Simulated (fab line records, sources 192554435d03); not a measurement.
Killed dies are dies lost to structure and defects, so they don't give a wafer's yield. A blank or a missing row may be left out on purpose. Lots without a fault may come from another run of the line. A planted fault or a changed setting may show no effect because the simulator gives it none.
Split-lot experiment | flow n5_finfet | 7 lots, 21 wafers read, on a route of 1938 steps

THE SPLIT
At N5_ZERO_LAYER_ETCH_18 (etches Si in HBr/Cl2, target depth 120 nm, time 40 s), the setting bias_w was moved away from the recipe's 75 W on 5 of the 21 wafers read, by -14.6% to +17.3%. The other wafers ran this setting at the recipe's value.

The reading is taken at the split's own step.

THE READING
etch.depth_nm (the simulator's own value, which no gauge read), in nm, at N5_ZERO_LAYER_ETCH_18 (etches Si in HBr/Cl2, target depth 120 nm, time 40 s). The file gives no usual value for it. The 16 wafers here that ran the recipe average 119.9 nm, standard deviation 0.96 nm.

wafer  | tool, chamber at the split | bias_w as run, W | against the recipe | etch.depth_nm, nm | against lot-mates on the recipe
L074.1 | rie_si-03, 2               | 64.03            | -14.6%             | 117.1             | -2.0
L074.5 | rie_si-03, 3               | 75               | recipe             | 119.1             | -
L074.6 | rie_si-03, 0               | 64.03            | -14.6%             | 115.4             | -3.7
L077.1 | rie_si-04, 2               | 75               | recipe             | 120.3             | -
L077.2 | rie_si-04, 0               | 75               | recipe             | 121.6             | -
L077.3 | rie_si-04, 1               | 87.97            | +17.3%             | 127.8             | +6.9
L082.1 | rie_si-02, 0,2             | 75               | recipe             | 118.4             | -
L082.5 | rie_si-02, 0,2             | 75               | recipe             | 118.4             | -
L082.4 | rie_si-02, 3               | 75               | recipe             | 118.8             | -
L083.3 | rie_si-04, 2,3             | 75               | recipe             | 119.5             | -
L083.6 | rie_si-04, 2,3             | 75               | recipe             | 119.5             | -
L083.4 | rie_si-04, 3               | 75               | recipe             | 120.4             | -
L091.1 | rie_si-04, 1               | 78.47            | +4.6%              | 122.9             | +3.2
L091.2 | rie_si-04, 3               | 75               | recipe             | 119.3             | -
L091.4 | rie_si-04, 0               | 75               | recipe             | 120               | -
L092.2 | rie_si-03, 1               | 75               | recipe             | 121               | -
L092.5 | rie_si-03, 2               | 75               | recipe             | 121.4             | -
L092.6 | rie_si-03, 1               | 75               | recipe             | 120.8             | -
L094.1 | rie_si-02, 2               | 75               | recipe             | 119.6             | -
L094.3 | rie_si-02, 0               | 75               | recipe             | 120.3             | -
L094.5 | rie_si-02, 3               | 87.61            | +16.8%             | 124               | +4.1
Where a row lists several chambers, the file gives one row for several wafers and doesn't say which wafer went through which chamber.

THE FIT
A straight line over all 21 wafers: etch.depth_nm changes by +0.314 nm for each +1% of bias_w; r = +0.89; the points scatter about the line by 1.2 nm.
The same after taking each lot's own level away (the mean of its wafers on the recipe; 21 wafers): +0.274 nm for each +1%; r = +0.92; scatter 0.84 nm.
On that fit, the largest move of bias_w shifts the reading by 4.7 nm.
The lots' own levels span 118.53 to 121.07 nm, that is 2.6 times the standard deviation above.
So the lot-to-lot level changes the slope: the two fits differ.
Check: with one of the wafers moved furthest among these (+17.3%) left out of the fit, the line predicts +4.13 nm for it against its lot-mates. It came out at +6.85 nm against them.

OTHER SPLITS ON THESE WAFERS
These wafers also went through other splits before the reading. Each is held against what the fit with the lots' levels taken away leaves over:
other split on the same wafers  | wafers away from the commonest value | r with etch.depth_nm (lot level and that fit taken away)
N5_ZERO_LAYER_EXPOSE_08 dose_mj | 6                                    | +0.19

THE WHOLE CHAIN: every reading that the file lists as answering this split, in the file's order
step                  | what it does                                         | reading                                                                      | change (the file's fit)               | r (the file's)
N5_ZERO_LAYER_ETCH_18 | etches Si in HBr/Cl2, target depth 120 nm, time 40 s | ZERO_LAYER.feature_depth_nm (the simulator's own value, which no gauge read) | +0.297 nm for each +1% of the setting | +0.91
N5_ZERO_LAYER_ETCH_18 | etches Si in HBr/Cl2, target depth 120 nm, time 40 s | etch.depth_nm (the simulator's own value, which no gauge read)               | +0.297 nm for each +1% of the setting | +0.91

THE FILE'S OWN FIT
etch.depth_nm changes by +0.297 nm for each +1% of bias_w, r = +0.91.
